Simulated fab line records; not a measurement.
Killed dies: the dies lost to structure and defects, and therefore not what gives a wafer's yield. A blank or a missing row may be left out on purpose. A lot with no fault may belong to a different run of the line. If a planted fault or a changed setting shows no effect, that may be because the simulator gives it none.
Chamber matching    flow n5_finfet    N5_BEOL_M3_ILD_DEP_00 on pecvd-03: 3 sister chambers
The step deposits SiOC from DEMS/O2, target thk 79 nm, time 15.3 s. 3 wafers are shown with their chamber, then 7 later ones without.

## EACH WAFER AND ITS CHAMBER
wafer   chamber  showerhead_vpp_V (V)
L083.4  0        1233
L081.2  2        1467
L081.3  1        1330

## WAFERS WHOSE CHAMBER IS MISSING
wafer   showerhead_vpp_V (V)
L081.5  1246
L092.2  1498
L092.3  1250
L092.4  1239
L094.3  1248
L094.4  1453
L094.6  1232

## EACH ONE'S CHAMBER
wafer   from the rows above  in truth
L081.5  0                    0
L092.2  2                    2
L092.3  0                    0
L092.4  0                    0
L094.3  0                    0
L094.4  2                    2
L094.6  0                    0
Correctly placed: 7 of 7. Can't be placed from these rows: 0. 0 placed wrongly.
How it was worked out, from the rows above alone: a wafer's distance from a chamber is the root of the sum, over the readings, of the square of ((its reading less the chamber's mean) divided by the reading's scatter). The wafer belongs to the nearest chamber; if the next one is less than 2 further off, it can't be placed. Each chamber's mean is taken over the wafers shown for it. The scatter: with one shown wafer a chamber, the root of the mean of the squares of how far each hidden wafer lies from its nearest shown one.
